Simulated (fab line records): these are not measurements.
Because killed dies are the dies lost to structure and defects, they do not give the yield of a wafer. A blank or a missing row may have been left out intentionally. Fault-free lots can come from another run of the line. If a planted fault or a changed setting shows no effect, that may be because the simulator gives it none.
Chamber matching + flow nand-harc + NHARC_P_M0_CMP_23 on cmp-03: 4 sister chambers
The step polishes, t overpolish 20 s, target thk 117.53 nm. 8 wafers are shown with their chamber, then 6 later ones without.

== WAFERS PAIRED WITH THEIR CHAMBERS ==
| wafer  | chamber | motor-current-A (A) | time-to-endpoint-s (s) |
|--------|---------|---------------------|------------------------|
| L994.6 | 3       | 12.9                | 26.2                   |
| L997.5 | 3       | 12.2                | 29.4                   |
| L998.3 | 1       | 11.5                | 30.2                   |
| L100.2 | 2       | 13.1                | 33.4                   |
| L100.5 | 1       | 11.4                | 30.2                   |
| L100.6 | 0       | 14.5                | 27.8                   |
| L106.1 | 0       | 15.5                | 26.1                   |
| L106.4 | 2       | 13.5                | 32.8                   |

== WAFERS WITHOUT THEIR CHAMBER ==
| wafer  | motor-current-A (A) | time-to-endpoint-s (s) |
|--------|---------------------|------------------------|
| L113.2 | 11.8                | 28.8                   |
| L113.3 | 14.3                | 25.6                   |
| L113.5 | 11.3                | 25.8                   |
| L117.2 | 12.3                | 28.3                   |
| L117.5 | 12.7                | 28.1                   |
| L117.6 | 14.3                | 25.4                   |

== THE CHAMBER EACH PASSED THROUGH ==
| wafer  | from the rows above     | in truth |
|--------|-------------------------|----------|
| L113.2 | can't be placed: 1 or 3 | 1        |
| L113.3 | 0                       | 0        |
| L113.5 | can't be placed: 3 or 1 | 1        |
| L117.2 | can't be placed: 3 or 1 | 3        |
| L117.5 | 3                       | 3        |
| L117.6 | 0                       | 0        |
3 of 6 placed correctly. From these rows, 3 cannot be placed; in 3 the true chamber is one of the candidates. Number placed wrongly: 0.
How it was worked out, from the rows above alone: a wafer's distance from a chamber is the root of the sum, over the readings, of the square of ((its reading less the chamber's mean) divided by the reading's scatter). If the next closest chamber is less than 2 further off than the closest, the wafer can't be placed; otherwise it belongs to the closest. Each chamber's mean is taken over the wafers shown for it. The scatter is the square root of a quotient: the sum, over the shown wafers, of each reading's squared deviation from its chamber's mean, divided by wafers minus chambers.
